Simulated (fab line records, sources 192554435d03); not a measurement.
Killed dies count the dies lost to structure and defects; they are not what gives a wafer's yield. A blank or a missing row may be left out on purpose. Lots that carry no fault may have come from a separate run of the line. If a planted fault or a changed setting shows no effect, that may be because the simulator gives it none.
Chamber matching :: flow n5-finfet :: 4 sister chambers for N5_BEOL_M6_ETCH_65 on rie-diel-06
The step etches SiARC in CF4, target depth 15.6 nm, time 26 s. 16 wafers are shown with their chamber, then 8 later ones without.

== WAFERS WITH THEIR CHAMBER ==
wafer: L076.2
chamber: 3
showerhead-plenum-p-Torr (Torr): 2.18
throttle-valve-pct (%): 15.29
oes-product-au (a.u.): 0.75

wafer: L076.3
chamber: 2
showerhead-plenum-p-Torr (Torr): 2.17
throttle-valve-pct (%): 15.30
oes-product-au (a.u.): 0.79

wafer: L076.4
chamber: 1
showerhead-plenum-p-Torr (Torr): 2.21
throttle-valve-pct (%): 15.29
oes-product-au (a.u.): 0.83

wafer: L079.3
chamber: 3
showerhead-plenum-p-Torr (Torr): 2.18
throttle-valve-pct (%): 15.29
oes-product-au (a.u.): 0.75

wafer: L079.4
chamber: 0
showerhead-plenum-p-Torr (Torr): 2.05
throttle-valve-pct (%): 15.86
oes-product-au (a.u.): 0.57

wafer: L079.6
chamber: 0
showerhead-plenum-p-Torr (Torr): 2.05
throttle-valve-pct (%): 15.85
oes-product-au (a.u.): 0.57

wafer: L080.1
chamber: 0
showerhead-plenum-p-Torr (Torr): 2.05
throttle-valve-pct (%): 15.84
oes-product-au (a.u.): 0.57

wafer: L080.3
chamber: 2
showerhead-plenum-p-Torr (Torr): 2.17
throttle-valve-pct (%): 15.29
oes-product-au (a.u.): 0.78

wafer: L080.4
chamber: 1
showerhead-plenum-p-Torr (Torr): 2.20
throttle-valve-pct (%): 15.28
oes-product-au (a.u.): 0.83

wafer: L088.1
chamber: 0
showerhead-plenum-p-Torr (Torr): 2.05
throttle-valve-pct (%): 15.90
oes-product-au (a.u.): 0.56

wafer: L088.2
chamber: 1
showerhead-plenum-p-Torr (Torr): 2.20
throttle-valve-pct (%): 15.34
oes-product-au (a.u.): 0.77

wafer: L088.3
chamber: 3
showerhead-plenum-p-Torr (Torr): 2.17
throttle-valve-pct (%): 15.33
oes-product-au (a.u.): 0.72

wafer: L090.1
chamber: 3
showerhead-plenum-p-Torr (Torr): 2.17
throttle-valve-pct (%): 15.38
oes-product-au (a.u.): 0.70

wafer: L090.3
chamber: 1
showerhead-plenum-p-Torr (Torr): 2.20
throttle-valve-pct (%): 15.34
oes-product-au (a.u.): 0.77

wafer: L090.5
chamber: 3
showerhead-plenum-p-Torr (Torr): 2.17
throttle-valve-pct (%): 15.36
oes-product-au (a.u.): 0.72

wafer: L092.1
chamber: 3
showerhead-plenum-p-Torr (Torr): 2.17
throttle-valve-pct (%): 15.35
oes-product-au (a.u.): 0.70

SIGNATURES (averages over the wafers above)
reading: showerhead-plenum-p-Torr
chamber 0: 2.0500
chamber 1: 2.2025
chamber 2: 2.1700
chamber 3: 2.1733
scatter within a chamber: 0.00417

reading: throttle-valve-pct
chamber 0: 15.8625
chamber 1: 15.3125
chamber 2: 15.2950
chamber 3: 15.3333
scatter within a chamber: 0.0318

reading: oes-product-au
chamber 0: 0.5675
chamber 1: 0.8000
chamber 2: 0.7850
chamber 3: 0.7233
scatter within a chamber: 0.0228
Rule: for a wafer and a chamber, the distance is found by dividing, reading by reading, the gap between the wafer's reading and the chamber's mean by the reading's scatter, squaring, summing and taking the root. If the next closest chamber is less than 2 further off than the closest, the wafer can't be placed; otherwise it belongs to the closest. The scatter: the root of (the sum of the squares of (reading less its chamber's mean) over the shown wafers, divided by (wafers less chambers)).

== WAFERS WITH NO CHAMBER GIVEN ==
wafer: L092.3
showerhead-plenum-p-Torr (Torr): 2.16
throttle-valve-pct (%): 15.37
oes-product-au (a.u.): 0.72

wafer: L092.4
showerhead-plenum-p-Torr (Torr): 2.19
throttle-valve-pct (%): 15.35
oes-product-au (a.u.): 0.76

wafer: L095.1
showerhead-plenum-p-Torr (Torr): 2.17
throttle-valve-pct (%): 15.36
oes-product-au (a.u.): 0.70

wafer: L095.2
showerhead-plenum-p-Torr (Torr): 2.30
throttle-valve-pct (%): 15.46
oes-product-au (a.u.): 0.85

wafer: L095.4
showerhead-plenum-p-Torr (Torr): 2.16
throttle-valve-pct (%): 15.37
oes-product-au (a.u.): 0.74

wafer: L097.2
showerhead-plenum-p-Torr (Torr): 2.30
throttle-valve-pct (%): 15.45
oes-product-au (a.u.): 0.85

wafer: L097.4
showerhead-plenum-p-Torr (Torr): 2.17
throttle-valve-pct (%): 15.39
oes-product-au (a.u.): 0.71

wafer: L097.5
showerhead-plenum-p-Torr (Torr): 2.19
throttle-valve-pct (%): 15.36
oes-product-au (a.u.): 0.76

== WHICH CHAMBER EACH WENT THROUGH ==
wafer: L092.3
from the rows above: can't be placed: 3 or 2
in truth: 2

wafer: L092.4
from the rows above: can't be placed: 1 or 3 or 2
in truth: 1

wafer: L095.1
from the rows above: 3
in truth: 3

wafer: L095.2
from the rows above: 1
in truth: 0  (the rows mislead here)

wafer: L095.4
from the rows above: can't be placed: 3 or 2
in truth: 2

wafer: L097.2
from the rows above: 1
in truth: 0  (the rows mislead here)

wafer: L097.4
from the rows above: 3
in truth: 3

wafer: L097.5
from the rows above: can't be placed: 1 or 3 or 2
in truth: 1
Correctly placed: 2 of 8. Not placeable from these rows: 4 (in 4, the candidates include the true chamber). Number placed wrongly: 2.
